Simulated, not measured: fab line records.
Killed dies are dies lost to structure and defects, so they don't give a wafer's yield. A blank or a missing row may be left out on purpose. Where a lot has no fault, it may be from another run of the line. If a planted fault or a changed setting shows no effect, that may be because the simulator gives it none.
Matching of chambers / flow nandHarc / NHARC_A_CONTACT_ETCH_91 on rieDiel-07 has 4 sister chambers
The step etches the open film in CH3F/O2, target depth 40 nm, time 85.7 s. 4 wafers are shown with their chamber, then 9 later ones without.

WAFERS PAIRED WITH THEIR CHAMBERS
wafer=L085.5; chamber=3; drypumpMotorCurrentA (A)=5.46
wafer=L090.1; chamber=1; drypumpMotorCurrentA (A)=5.59
wafer=L090.3; chamber=2; drypumpMotorCurrentA (A)=5.63
wafer=L090.4; chamber=0; drypumpMotorCurrentA (A)=5.70

WAFERS MISSING THEIR CHAMBER
wafer=L092.1; drypumpMotorCurrentA (A)=5.63
wafer=L092.4; drypumpMotorCurrentA (A)=5.60
wafer=L092.5; drypumpMotorCurrentA (A)=5.63
wafer=L096.1; drypumpMotorCurrentA (A)=5.47
wafer=L096.3; drypumpMotorCurrentA (A)=5.65
wafer=L096.4; drypumpMotorCurrentA (A)=5.61
wafer=L095.1; drypumpMotorCurrentA (A)=5.60
wafer=L095.2; drypumpMotorCurrentA (A)=5.70
wafer=L095.3; drypumpMotorCurrentA (A)=5.62

CHAMBER TAKEN BY EACH
wafer=L092.1; from the rows above=2; in truth=2
wafer=L092.4; from the rows above=can't be placed: 1 or 2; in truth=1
wafer=L092.5; from the rows above=2; in truth=2
wafer=L096.1; from the rows above=3; in truth=3
wafer=L096.3; from the rows above=2; in truth=2
wafer=L096.4; from the rows above=can't be placed: 2 or 1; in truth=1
wafer=L095.1; from the rows above=can't be placed: 1 or 2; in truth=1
wafer=L095.2; from the rows above=0; in truth=0
wafer=L095.3; from the rows above=can't be placed: 2 or 1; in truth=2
Placed correctly: 5 of 9. From these rows, 4 cannot be placed; in 4 the true chamber is one of the candidates. Number placed wrongly: 0.
How it was worked out, from the rows above alone: a wafer's distance from a chamber is the root of the sum, over the readings, of the square of ((its reading less the chamber's mean) divided by the reading's scatter). The wafer belongs to the nearest chamber; if the next one is less than 2 further off, it can't be placed. For every chamber, the mean is computed from those of its wafers that are shown. The scatter: root of mean squared gap, hidden wafer to nearest shown wafer, with one shown wafer a chamber.
